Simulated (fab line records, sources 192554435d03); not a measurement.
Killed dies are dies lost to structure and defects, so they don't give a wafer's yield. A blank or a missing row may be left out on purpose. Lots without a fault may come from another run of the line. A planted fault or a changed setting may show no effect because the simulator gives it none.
Which tool did it? | flow n5_finfet | 12 lots, 36 wafers sampled, at 4 steps of a route of 1938

WHAT THE GAUGES READ, wafer by wafer
N5_BEOL_M2_THK_MEAS_01.
lot  | measured     | on            | M2_ILD_THK (nm)
L075 | day 6 17:07  | film_metro-02 | 78.1 78.8 78.0
L076 | day 7 00:25  | film_metro-01 | 78.2 79.8 80.8
L079 | day 7 19:08  | film_metro-01 | 78.1 80.2 81.6
L081 | day 8 06:49  | film_metro-01 | 79.0 80.4 80.7
L083 | day 9 01:13  | film_metro-01 | 77.6 80.4 79.1
L084 | day 9 06:14  | film_metro-01 | 77.6 79.1 78.8
L087 | day 9 19:16  | film_metro-01 | 79.5 80.0 79.7
L089 | day 10 01:44 | film_metro-01 | 78.9 79.5 80.3
L091 | day 10 15:54 | film_metro-01 | 80.4 79.6 79.4
L093 | day 11 07:57 | film_metro-01 | 80.6 81.4 80.0
L095 | day 12 02:24 | film_metro-01 | 78.6 79.6 80.1
L097 | day 12 03:29 | film_metro-01 | 77.9 78.6 80.1

WHICH TOOL RAN EACH LOT (tool, then ch and the chambers of the sampled wafers, then the start)
lot  | N5_BEOL_M1_DESCUM_33               | N5_BEOL_M1_DEGAS_44          | N5_BEOL_M1_SPUTTER_48
L075 | rie_diel-06 ch 0,3, day 6 12:08    | pvd_sputter-03, day 6 13:29  | pvd_sputter-02, day 6 14:10
L076 | rie_diel-06 ch 0,1, day 6 15:11    | pvd_sputter-01, day 6 20:49  | pvd_sputter-02, day 6 21:25
L079 | rie_diel-03 ch 0,2, day 7 12:14    | pvd_sputter-02, day 7 15:05  | pvd_sputter-03, day 7 16:11
L081 | rie_diel-02 ch 0,2,3, day 7 22:34  | pvd_sputter-02, day 8 03:01  | pvd_sputter-03, day 8 03:43
L083 | rie_diel-06 ch 0,1,3, day 8 16:56  | pvd_sputter-03, day 8 21:25  | pvd_sputter-03, day 8 22:05
L084 | rie_diel-03 ch 0,1,2, day 8 19:59  | pvd_sputter-01, day 9 02:41  | pvd_sputter-01, day 9 03:17
L087 | rie_diel-02 ch 1,3, day 9 11:07    | pvd_sputter-02, day 9 15:34  | pvd_sputter-01, day 9 16:20
L089 | rie_diel-02 ch 1,2,3, day 9 18:28  | pvd_sputter-01, day 9 22:01  | pvd_sputter-01, day 9 22:42
L091 | rie_diel-06 ch 0,1, day 10 07:38   | pvd_sputter-03, day 10 11:32 | pvd_sputter-01, day 10 12:44
L093 | rie_diel-03 ch 1,2,3, day 10 23:40 | pvd_sputter-03, day 11 04:10 | pvd_sputter-03, day 11 04:59
L095 | rie_diel-06 ch 2,3, day 11 16:26   | pvd_sputter-03, day 11 22:50 | pvd_sputter-03, day 11 23:28
L097 | rie_diel-02 ch 0,2, day 11 22:17   | pvd_sputter-03, day 11 23:10 | pvd_sputter-01, day 12 00:32
- N5_BEOL_M1_DESCUM_33: chemistry O2, time 7 s.
- N5_BEOL_M1_DEGAS_44: time 60 s.
- N5_BEOL_M1_SPUTTER_48: material Cu, target thk 4.5 nm, time 8.29 s.

THE ANSWER, worked out from the rows above alone
Rule: what is usual is taken from the lots themselves. Put in order of their means at a reading, lots are off if they are a third of the lots or fewer, leave a main group of 4 or more, and stand apart from it by a gap of 3 or more times the standard deviation of the main group's means; of several such gaps the widest counts. A main group whose means are all the same, to the digits that the tables above print for the reading, isn't used. A lot without any number at a reading at which 4 lots or more have one is off too. The other lots that the step has rows for count as sound.
No lot is off at any reading shown: from this, nothing can be told.

WHAT THE SIMULATOR HAD PUT IN
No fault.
